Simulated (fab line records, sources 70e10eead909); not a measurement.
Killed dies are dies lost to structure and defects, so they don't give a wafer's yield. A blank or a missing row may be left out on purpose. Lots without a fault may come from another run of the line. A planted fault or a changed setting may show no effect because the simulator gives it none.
Which tool did it? | flow nand_harc | 14 lots, 42 wafers sampled, at 5 steps of a route of 1159

WHAT THE GAUGES READ, wafer by wafer
NHARC_P_GATE_CD_MEAS_33.
lot  | measured     | on        | cd_nm (nm)
L894 | day 4 11:01  | cd_sem-02 | 122 117 121
L895 | day 5 02:43  | cd_sem-03 | 122 124 120
L896 | day 5 02:46  | cd_sem-02 | 118 122 124
L902 | day 6 14:59  | cd_sem-01 | 121 118 116
L904 | day 7 05:28  | cd_sem-03 | 125 120 123
L906 | day 7 22:25  | cd_sem-01 | 117 118 115
L909 | day 8 09:35  | cd_sem-02 | 128 127 125
L908 | day 8 09:50  | cd_sem-02 | 122 125 121
L910 | day 8 17:11  | cd_sem-02 | 121 124 119
L912 | day 9 05:32  | cd_sem-03 | 126 119 119
L914 | day 9 20:46  | cd_sem-02 | 123 125 125
L915 | day 10 01:19 | cd_sem-02 | 127 120 121
L916 | day 10 05:38 | cd_sem-03 | 124 121 122
L917 | day 10 05:47 | cd_sem-03 | 119 119 119

NHARC_P_GATE_CD_MEAS_59: target cd 720 nm.
lot  | measured     | on        | cd_nm (nm)
L894 | day 5 00:23  | cd_sem-02 | 722.3 720.1 721.5
L895 | day 5 15:12  | cd_sem-02 | 719.3 721.2 721.7
L896 | day 5 15:42  | cd_sem-01 | 714.8 716.0 716.7
L902 | day 7 03:41  | cd_sem-03 | 724.6 723.6 723.2
L904 | day 7 18:14  | cd_sem-01 | 720.1 723.0 720.5
L906 | day 8 11:13  | cd_sem-01 | 723.6 722.9 719.3
L909 | day 8 22:23  | cd_sem-02 | 716.4 718.9 721.4
L908 | day 9 00:41  | cd_sem-03 | 719.6 716.5 715.5
L910 | day 9 05:57  | cd_sem-02 | 717.6 719.5 720.7
L912 | day 9 18:01  | cd_sem-02 | 721.1 722.1 720.0
L914 | day 10 09:35 | cd_sem-02 | 721.8 719.2 716.3
L915 | day 10 14:05 | cd_sem-01 | 717.1 719.5 714.6
L916 | day 10 18:36 | cd_sem-02 | 719.8 722.2 720.0
L917 | day 10 18:53 | cd_sem-02 | 718.1 716.7 721.3

NHARC_END_SORT_01.
lot  | measured     | on        | killed_at_array | killed_at_other | killed_at_periphery | killed_dies | killed_open | killed_short
L894 | day 19 03:14 | prober-02 | 22 23 24        | 0 0 0           | 4 3 4               | 26 26 28    | 2 4 4       | 0 1 2
L902 | day 20 17:33 | prober-01 | 21 16 19        | 1 0 1           | 2 1 5               | 24 17 25    | 5 2 4       | 2 0 0
L904 | day 21 11:03 | prober-01 | 29 29 26        | 0 0 2           | 6 4 4               | 35 33 32    | 5 6 2       | 0 1 5
L906 | day 22 01:54 | prober-02 | 25 19 33        | 0 0 0           | 5 2 1               | 30 21 34    | 6 2 5       | 1 2 2
L912 | day 23 13:16 | prober-02 | 21 22 23        | 1 0 0           | 2 2 1               | 24 24 24    | 4 3 3       | 1 1 2
L916 | day 24 22:31 | prober-02 | 31 40 40        | 0 1 0           | 2 1 5               | 33 42 45    | 4 1 8       | 1 3 1

WHICH TOOL RAN EACH LOT (tool, then ch and the chambers of the sampled wafers, then the start)
lot  | NHARC_P_GATE_STRIP_75                | NHARC_P_GATE_PEB_57
L894 | plasma_asher-01 ch 0,1, day 4 23:28  | litho_track-05 ch 0, day 5 00:18
L895 | plasma_asher-01 ch 0,1, day 5 14:24  | litho_track-03 ch 0, day 5 15:07
L896 | plasma_asher-01 ch 0,1, day 5 14:46  | litho_track-02 ch 0, day 5 15:37
L902 | plasma_asher-02 ch 0,1, day 7 02:46  | litho_track-03 ch 0, day 7 03:35
L904 | plasma_asher-01 ch 0,1, day 7 17:25  | litho_track-03 ch 0, day 7 18:08
L906 | plasma_asher-02 ch 0,1, day 8 10:17  | litho_track-03 ch 0, day 8 11:07
L909 | plasma_asher-01 ch 0,1, day 8 21:35  | litho_track-02 ch 0, day 8 22:18
L908 | plasma_asher-01 ch 0,1, day 8 23:47  | litho_track-02 ch 0, day 9 00:36
L910 | plasma_asher-01 ch 1, day 9 05:00    | litho_track-05 ch 0, day 9 05:52
L912 | plasma_asher-01 ch 0,1, day 9 17:11  | litho_track-05 ch 0, day 9 17:55
L914 | plasma_asher-02 ch 0,1, day 10 08:40 | litho_track-02 ch 0, day 10 09:30
L915 | plasma_asher-02 ch 0,1, day 10 13:10 | litho_track-02 ch 0, day 10 13:59
L916 | plasma_asher-02 ch 0,1, day 10 17:48 | litho_track-03 ch 0, day 10 18:31
L917 | plasma_asher-01 ch 0,1, day 10 17:59 | litho_track-03 ch 0, day 10 18:47
- NHARC_P_GATE_STRIP_75: strips in O2.
- NHARC_P_GATE_PEB_57: peb time 85 s.

WHAT THE TOOLS THEMSELVES READ (means of the sampled wafers that have a number; where no wafer has one, the mark that the record gives instead)
NHARC_P_GATE_STRIP_75.
lot  | tool            | drypump_motor_current_A (A) | heater_power_w (W)
L894 | plasma_asher-01 | 6.0                         | 336
L895 | plasma_asher-01 | 6.0                         | 347
L896 | plasma_asher-01 | 6.0                         | 345
L902 | plasma_asher-02 | 5.4                         | 347
L904 | plasma_asher-01 | 6.0                         | 349
L906 | plasma_asher-02 | 5.4                         | 345
L909 | plasma_asher-01 | 6.0                         | 371
L908 | plasma_asher-01 | 6.0                         | 373
L910 | plasma_asher-01 | 6.0                         | 319
L912 | plasma_asher-01 | 6.0                         | 348
L914 | plasma_asher-02 | 5.3                         | 341
L915 | plasma_asher-02 | 5.3                         | 343
L916 | plasma_asher-02 | 5.4                         | 356
L917 | plasma_asher-01 | 6.0                         | 346

NHARC_P_GATE_PEB_57.
lot  | tool           | exhaust_pa (Pa) | heater_power_total_W (W) | plate_temp_C (C) | resist_line_temp_C (C)
L894 | litho_track-05 | 45.3            | 164.12                   | 118.07           | 23.05
L895 | litho_track-03 | 44.7            | 163.65                   | 117.99           | 23.05
L896 | litho_track-02 | 45.1            | 164.04                   | 118.02           | 23.17
L902 | litho_track-03 | 44.4            | 166.89                   | 119.93           | 22.98
L904 | litho_track-03 | 46.1            | 167.21                   | 119.71           | 23.10
L906 | litho_track-03 | 44.8            | 167.42                   | 119.74           | 22.97
L909 | litho_track-02 | 45.3            | 163.90                   | 117.91           | 23.03
L908 | litho_track-02 | 44.5            | 163.85                   | 117.83           | 22.95
L910 | litho_track-05 | 45.5            | 163.79                   | 117.78           | 22.90
L912 | litho_track-05 | 43.9            | 163.68                   | 117.89           | 23.03
L914 | litho_track-02 | 44.6            | 164.18                   | 117.97           | 23.14
L915 | litho_track-02 | 44.9            | 164.14                   | 117.87           | 22.99
L916 | litho_track-03 | 45.3            | 163.73                   | 118.00           | 23.04
L917 | litho_track-03 | 44.4            | 163.86                   | 118.01           | 23.09

THE ANSWER, worked out from the rows above alone
Rule: what is usual is taken from the lots themselves. Put in order of their means at a reading, lots are off if they are a third of the lots or fewer, leave a main group of 4 or more, and stand apart from it by a gap of 3 or more times the standard deviation of the main group's means; of several such gaps the widest counts. A main group whose means are all the same, to the digits that the tables above print for the reading, isn't used. A lot without any number at a reading at which 4 lots or more have one is off too. The other lots that the step has rows for count as sound. The gauges are gone through in route order, then the tools' own readings, and for those a lot's mean is taken as printed above. The first step at which some lot is off is used, and at that step the reading that is off furthest; a lot without a number counts as furthest.
Off: L902, L904, L906, at NHARC_P_GATE_PEB_57 (plate_temp_C). The main group: mean 117.94 C, standard deviation 0.086.
A tool fits if, at that step or a process step before it, it ran every lot that is off, and no sound lot after the first of them. None of those tried fits.

WHAT THE SIMULATOR HAD PUT IN
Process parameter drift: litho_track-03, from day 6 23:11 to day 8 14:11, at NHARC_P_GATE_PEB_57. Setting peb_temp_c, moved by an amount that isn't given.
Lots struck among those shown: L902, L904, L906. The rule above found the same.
